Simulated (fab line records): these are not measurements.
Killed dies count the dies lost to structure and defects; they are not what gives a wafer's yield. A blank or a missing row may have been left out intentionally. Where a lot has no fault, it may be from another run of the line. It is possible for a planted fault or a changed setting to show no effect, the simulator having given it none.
Chamber matching + flow n5Finfet + uvCure-01 running N5_BEOL_M6_CURE_74: 3 sister chambers
The step cures SiCOH lowk, time 240 s. 6 wafers are shown with their chamber, then 8 later ones without.

WAFERS PAIRED WITH THEIR CHAMBERS
| wafer  | chamber | wafer_temp_C_max | lampPowerPct (%) |
|--------|---------|------------------|------------------|
| L075.5 | 1       | 387.9            | 52.29            |
| L075.6 | 1       | 387.5            | 52.28            |
| L080.5 | 0       | 387.5            | 52.39            |
| L084.3 | 2       | 385.7            | 52.31            |
| L084.4 | 2       | 385.9            | 52.33            |
| L086.1 | 0       | 387.7            | 52.34            |

WAFERS WITH NO CHAMBER GIVEN
| wafer  | wafer_temp_C_max | lampPowerPct (%) |
|--------|------------------|------------------|
| L086.3 | 387.6            | 52.36            |
| L086.5 | 387.7            | 52.36            |
| L087.1 | 387.6            | 52.33            |
| L087.4 | 387.9            | 52.25            |
| L087.5 | 387.7            | 52.24            |
| L096.1 | 385.8            | 52.27            |
| L096.3 | 385.7            | 52.30            |
| L096.5 | 386.5            | 52.30            |

THE CHAMBER EACH PASSED THROUGH
| wafer  | from the rows above     | in truth                   |
|--------|-------------------------|----------------------------|
| L086.3 | 0                       | 0                          |
| L086.5 | 0                       | 0                          |
| L087.1 | can't be placed: 0 or 1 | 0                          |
| L087.4 | 1                       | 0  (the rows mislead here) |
| L087.5 | 1                       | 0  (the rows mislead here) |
| L096.1 | 2                       | 2                          |
| L096.3 | 2                       | 2                          |
| L096.5 | 2                       | 2                          |
Correctly placed: 5 of 8. Can't be placed from these rows: 1 (the true chamber is among the candidates in 1). Placed wrongly: 2.
How it was worked out, from the rows above alone: a wafer's distance from a chamber is the root of the sum, over the readings, of the square of ((its reading less the chamber's mean) divided by the reading's scatter). The wafer belongs to the nearest chamber; if the next one is less than 2 further off, it can't be placed. A chamber's mean is the mean of its shown wafers. The scatter is the square root of a quotient: the sum, over the shown wafers, of each reading's squared deviation from its chamber's mean, divided by wafers minus chambers.
